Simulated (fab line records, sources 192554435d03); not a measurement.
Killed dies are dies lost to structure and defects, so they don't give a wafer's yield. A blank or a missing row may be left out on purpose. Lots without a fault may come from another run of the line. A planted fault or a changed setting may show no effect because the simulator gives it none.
Which tool did it? | flow n5_finfet | 10 lots, 28 wafers sampled, at 5 steps of a route of 1938

WHAT THE GAUGES READ, wafer by wafer
N5_BEOL_M1_INSPECT_59: inspects for defects (darkfield).
lot  | measured     | on                | raw_defect_count
L740 | day 6 23:43  | defect_inspect-01 | 58 99 50
L741 | day 7 14:49  | defect_inspect-02 | 100 96 52
L743 | day 8 06:52  | defect_inspect-02 | 72 63 90
L745 | day 8 15:10  | defect_inspect-02 | 139 85 118
L748 | day 9 13:15  | defect_inspect-02 | 83 105 99
L750 | day 9 13:37  | defect_inspect-02 | 30 68 52
L754 | day 10 19:23 | defect_inspect-02 | 57 1622
L757 | day 11 13:36 | defect_inspect-01 | 1478 50
L761 | day 12 07:06 | defect_inspect-01 | 92 121 126
L760 | day 12 08:15 | defect_inspect-01 | 67 81 81

WHICH TOOL RAN EACH LOT (tool, then ch and the chambers of the sampled wafers, then the start)
lot  | N5_BEOL_M1_SPUTTER_86        | N5_BEOL_M1_SPUTTER_94        | N5_BEOL_M1_ANNEAL_51             | N5_BEOL_M1_CMP_52
L740 | pvd_sputter-01, day 6 21:32  | pvd_sputter-01, day 6 22:25  | rtp_anneal-01 ch 0, day 6 22:50  | cmp-02 ch 2,3, day 6 23:08
L741 | pvd_sputter-01, day 7 12:38  | pvd_sputter-01, day 7 13:31  | rtp_anneal-01 ch 0, day 7 14:02  | cmp-02 ch 0,1, day 7 14:14
L743 | pvd_sputter-02, day 8 04:42  | pvd_sputter-02, day 8 05:35  | rtp_anneal-01 ch 0, day 8 06:02  | cmp-04 ch 1,2,3, day 8 06:20
L745 | pvd_sputter-02, day 8 12:48  | pvd_sputter-02, day 8 13:41  | rtp_anneal-02 ch 0, day 8 14:17  | cmp-04 ch 0,1,2, day 8 14:35
L748 | pvd_sputter-02, day 9 11:03  | pvd_sputter-02, day 9 11:56  | rtp_anneal-01 ch 0, day 9 12:23  | cmp-04 ch 1,2,3, day 9 12:43
L750 | pvd_sputter-01, day 9 11:08  | pvd_sputter-01, day 9 12:01  | rtp_anneal-02 ch 0, day 9 12:46  | cmp-02 ch 0,1, day 9 12:59
L754 | pvd_sputter-02, day 10 17:13 | pvd_sputter-02, day 10 18:06 | rtp_anneal-01 ch 0, day 10 18:34 | cmp-04 ch 2,3, day 10 18:53
L757 | pvd_sputter-02, day 11 11:00 | pvd_sputter-02, day 11 11:53 | rtp_anneal-01 ch 0, day 11 12:53 | cmp-04 ch 1,2, day 11 13:10
L761 | pvd_sputter-02, day 12 04:55 | pvd_sputter-02, day 12 05:48 | rtp_anneal-01 ch 0, day 12 06:14 | cmp-01 ch 1,2,3, day 12 06:31
L760 | pvd_sputter-03, day 12 06:04 | pvd_sputter-03, day 12 06:56 | rtp_anneal-02 ch 0, day 12 07:25 | cmp-02 ch 1,2,3, day 12 07:40
- N5_BEOL_M1_SPUTTER_86: material Cu, target thk 4.5 nm, time 8.29 s.
- N5_BEOL_M1_SPUTTER_94: material Cu, target thk 4.5 nm, time 8.29 s.
- N5_BEOL_M1_ANNEAL_51: time 90 s.
- N5_BEOL_M1_CMP_52: polishes, stops on SiOC, t overpolish 6.8 s, target thk 40 nm.

THE ANSWER, worked out from the rows above alone
Rule: what is usual is taken from the lots themselves. Put in order of their means at a reading, lots are off if they are a third of the lots or fewer, leave a main group of 4 or more, and stand apart from it by a gap of 3 or more times the standard deviation of the main group's means; of several such gaps the widest counts. A main group whose means are all the same, to the digits that the tables above print for the reading, isn't used. A lot without any number at a reading at which 4 lots or more have one is off too. The other lots that the step has rows for count as sound.
Off: L754, L757, at N5_BEOL_M1_INSPECT_59 (raw_defect_count). The main group: mean 84, standard deviation 21.
A tool fits if, at a process step before that reading, it ran every lot that is off, and no sound lot after the first of them. The gauges at N5_BEOL_M1_INSPECT_59 are tried like those tools. One fits: cmp-04 at N5_BEOL_M1_CMP_52. Its last sound lot is L748 (day 9 12:43), its first lot that is off L754 (day 10 18:53): a fault that began between those two fits.

WHAT THE SIMULATOR HAD PUT IN
Process parameter drift: cmp-04, from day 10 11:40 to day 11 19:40, at N5_BEOL_M1_CMP_52. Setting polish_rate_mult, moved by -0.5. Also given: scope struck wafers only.
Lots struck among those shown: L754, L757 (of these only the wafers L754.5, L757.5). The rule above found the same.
